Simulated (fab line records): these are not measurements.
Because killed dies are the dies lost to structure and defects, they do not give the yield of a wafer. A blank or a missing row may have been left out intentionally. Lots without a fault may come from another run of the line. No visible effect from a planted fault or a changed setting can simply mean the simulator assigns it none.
Matching of chambers | flow nand-harc | NHARC_P_CONTACT_CMP_24 on cmp-02 has 4 sister chambers
The step polishes, t overpolish 30 s, target thk 200 nm. 14 wafers are shown with their chamber, then 7 later ones without.

## WAFERS, EACH WITH ITS CHAMBER
wafer  | chamber | motor-current-A (A) | time-to-endpoint-s (s) | overpolish-run-s (s)
L820.4 | 0       | 12.1                | 45.8                   | 30.001
L820.5 | 1       | 10.5                | 42.7                   | 29.991
L820.6 | 2       | 11.5                | 38.2                   | 30.001
L822.1 | 3       | 11.4                | 41.3                   | 29.999
L822.2 | 1       | 10.5                | 39.9                   | 29.995
L822.4 | 0       | 12.8                | 41.4                   | 30.014
L824.3 | 2       | 11.0                | 34.5                   | 29.984
L824.4 | 0       | 12.4                | 40.2                   | 30.001
L824.5 | 3       | 11.4                | 43.4                   | 29.999
L829.1 | 0       | 12.6                | 43.6                   | 30.002
L829.2 | 3       | 11.2                | 43.3                   | 30.000
L829.4 | 1       | 9.7                 | 45.2                   | 29.994
L832.4 | 3       | 11.4                | 40.8                   | 29.997
L832.5 | 1       | 9.8                 | 39.7                   | 30.004

SIGNATURES (averages over the wafers above)
reading            | chamber 0 | chamber 1 | chamber 2 | chamber 3 | scatter within a chamber
motor-current-A    | 12.475    | 10.125    | 11.250    | 11.350    | 0.315
time-to-endpoint-s | 42.750    | 41.875    | 36.350    | 42.200    | 2.26
overpolish-run-s   | 30.00450  | 29.99600  | 29.99250  | 29.99875  | 0.00604
Rule: distance of a wafer from a chamber = root of the sum over the readings of ((wafer's reading minus chamber's mean) / reading's scatter) squared. If the next closest chamber is less than 2 further off than the closest, the wafer can't be placed; otherwise it belongs to the closest. The scatter: take each reading less its chamber's mean, square it, sum over the shown wafers, divide by the number of wafers less the number of chambers, and take the root.

## WAFERS WHOSE CHAMBER IS MISSING
wafer  | motor-current-A (A) | time-to-endpoint-s (s) | overpolish-run-s (s)
L832.6 | 12.7                | 40.5                   | 30.006
L835.1 | 12.4                | 38.0                   | 30.009
L835.2 | 10.6                | 41.9                   | 29.997
L835.3 | 11.3                | 35.0                   | 29.998
L837.2 | 11.0                | 38.8                   | 30.018
L837.3 | 11.6                | 40.7                   | 30.011
L837.4 | 11.3                | 34.8                   | 30.007

## WHICH CHAMBER EACH WENT THROUGH
wafer  | from the rows above               | in truth
L832.6 | 0                                 | 0
L835.1 | can't be placed: 0 or 3           | 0
L835.2 | can't be placed: 1 or 3 or 2      | 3
L835.3 | 2                                 | 2
L837.2 | can't be placed: 3 or 2 or 1 or 0 | 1
L837.3 | can't be placed: 3 or 0 or 2      | 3
L837.4 | can't be placed: 2 or 3           | 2
Correct placement for 2 of the 7. These rows do not allow placing 5 (true chamber among the candidates in 5). 0 placed wrongly.
